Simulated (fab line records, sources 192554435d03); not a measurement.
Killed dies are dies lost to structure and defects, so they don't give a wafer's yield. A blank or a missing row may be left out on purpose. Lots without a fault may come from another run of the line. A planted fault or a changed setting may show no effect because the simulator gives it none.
A struck lot beside a sound one | flow n5_finfet | 22 steps out of a route of 1938
Sound: wafers L986.1, L986.2, L986.5. Struck: wafers L983.1, L983.2, L983.4. The cause comes at the end.
At each step with rows: each side's tool, then ch and its chambers, then its first start. Under that, the readings that differ: sound wafers | struck wafers | difference of the means | sigmas: that difference in standard deviations of wafers without a fault.
alike: readings whose means differ by less than 2 such deviations, and words and numbers that are the same on both sides. not compared: withheld readings, readings that some wafer has no value for, bounds like >300 that may hide the same value, and numbers for which the record gives no deviation and whose values overlap.
The two part at a step that has a row with sigmas, a row that says differs or no value, or rows on one side only. Numbers that don't overlap but have no deviation are shown without sigmas and don't part them. A reading that every wafer of one side lacks parts them only if that side has two wafers or more.

first, 7 steps without rows for these wafers: N5_BEOL_M1_COAT_73 (time 60 s, resist thk 5 nm); N5_BEOL_M1_COAT_05 (resist thk 30 nm); N5_BEOL_M1_EBR_07; N5_BEOL_M1_SOFTBAKE_06 (time 60 s); N5_BEOL_M1_EXPOSE_08 (exposes mask M1); N5_BEOL_M1_PEB_09 (peb time 60 s); N5_BEOL_M1_DEVELOP_10 (develop time 30 s).
N5_BEOL_M1_CD_MEAS_11: target cd 17.05 nm.
  sound on cd_sem-02 ch 0, day 7 08:44; struck on cd_sem-03 ch 0, day 7 00:18
  alike: cd_nm
N5_BEOL_M1_OVL_MEAS_12:
  sound on overlay-02 ch 0, day 7 08:47; struck on overlay-02 ch 0, day 7 00:20
  alike: M1_OVL
N5_BEOL_M1_INSPECT_13: inspects for defects (brightfield).
  sound on defect_inspect-02, day 7 08:50; struck on defect_inspect-01, day 7 00:23
  alike: raw_defect_count
N5_BEOL_M1_DESCUM_16: chemistry O2, time 7 s.
  sound on rie_diel-02 ch 1,2,3, day 7 08:52; struck on rie_diel-02 ch 0,1,2, day 7 00:29
  alike: drypump_motor_current_A, oes_product_au, rf_vpp_V, showerhead_plenum_p_Torr, throttle_valve_pct
  not compared: rf_hours_counter_h
N5_BEOL_M1_ETCH_74: etches underlayer in N2/H2, target depth 6.5 nm, time 5.2 s.
  sound on rie_diel-02 ch 1,2,3, day 7 08:55; struck on rie_diel-02 ch 0,1,2, day 7 00:31
  alike: bias_w, chamber_pressure_mTorr, drypump_motor_current_A, etch_rf_on_time_s, oes_product_au, rf_vpp_V, showerhead_plenum_p_Torr, throttle_valve_pct
  not compared: rf_hours_counter_h
N5_BEOL_M1_ETCH_63: etches SiARC in CF4, target depth 15.6 nm, time 26 s.
  sound on rie_diel-02 ch 1,2,3, day 7 08:55; struck on rie_diel-02 ch 0,1,2, day 7 00:32
  no value came back on the struck wafers for any of 8 readings (bias_w (W), cf4_flow_sccm (sccm) and others); on the sound wafers bias_w (W) reads 36.23 35.98 36.10
  reading                                      | sound      | struck         | difference | sigmas
  model.CAR-EUV_of_BEOL_M1_COAT_05.thk_nm (nm) | 11 11.2 11 | 20.2 20.4 20.4 | +9.3       |
  not compared: rf_hours_counter_h
N5_BEOL_M1_ETCH_64: etches SOC in N2/H2, target depth 75 nm, overetch 15 nm, time 112.5 s.
  sound on rie_diel-02 ch 1,2,3, day 7 08:57; struck on rie_diel-02 ch 0,1,2, day 7 00:34
  reading               | sound          | struck         | difference | sigmas
  oes_product_au (a.u.) | 0.55 0.57 0.59 | 0.28 0.27 0.27 | -0.30      | -5
  alike: bias_w, chamber_pressure_mTorr, drypump_motor_current_A, rf_vpp_V, showerhead_plenum_p_Torr, throttle_valve_pct
  not compared: rf_hours_counter_h
then, 2 steps without rows for these wafers: N5_BEOL_M1_STRIP_65 (strips in N2/H2); N5_BEOL_M1_STRIP_75 (strips in N2/H2).
N5_BEOL_M1_STRIP_66: strips in CF4.
  sound on rie_diel-02 ch 1,2,3, day 7 09:05; struck on rie_diel-02 ch 0,1,2, day 7 00:41
  alike: drypump_motor_current_A, oes_product_au, power_w, rf_vpp_V, showerhead_plenum_p_Torr, throttle_valve_pct
  not compared: rf_hours_counter_h
N5_BEOL_M1_HM_OPEN_17: chemistry Cl2/BCl3, target TiN, target depth 20 nm, overetch 6 nm.
  sound on rie_metal-02 ch 0,1, day 7 09:07; struck on rie_metal-01 ch 0,1, day 7 00:44
  reading                | sound             | struck            | difference | sigmas
  oes_product_au (a.u.)  | 0.70 0.60 0.60    | 0.30 0.32 0.31    | -0.32      | -5
  throttle_valve_pct (%) | 21.89 22.11 22.12 | 23.09 22.77 22.77 | +0.84      | +4
  alike: drypump_motor_current_A, oes_ar_750_au
  not compared: rf_hours_counter_h
N5_BEOL_M1_STRIP_19: strips in O2.
  sound on rie_diel-02 ch 0,1,2, day 7 09:14; struck on rie_diel-01 ch 0,1,3, day 7 00:55
  alike: drypump_motor_current_A, oes_product_au, rf_vpp_V, showerhead_plenum_p_Torr, throttle_valve_pct
  not compared: rf_hours_counter_h
N5_BEOL_M1_CD_MEAS_18: pitch 36 nm, target cd 18 nm.
  sound on cd_sem-03, day 7 09:18; struck on cd_sem-01, day 7 00:59
  reading    | sound          | struck | difference                    | sigmas
  cd_nm (nm) | 18.2 18.0 18.1 | - - -  | no value on the struck wafers |
then, 1 step without rows for these wafers: N5_BEOL_M1_COAT_67 (time 60 s, resist thk 60 nm).
N5_BEOL_M4_RC_MEAS_101:
  the record has rows for the sound wafers here (prober-01 ch 0, day 10 20:47) and none for the struck ones

WHERE THEY PART
First at N5_BEOL_M1_ETCH_63; last, within this record, at N5_BEOL_M4_RC_MEAS_101.

WHY: what the simulator had put in
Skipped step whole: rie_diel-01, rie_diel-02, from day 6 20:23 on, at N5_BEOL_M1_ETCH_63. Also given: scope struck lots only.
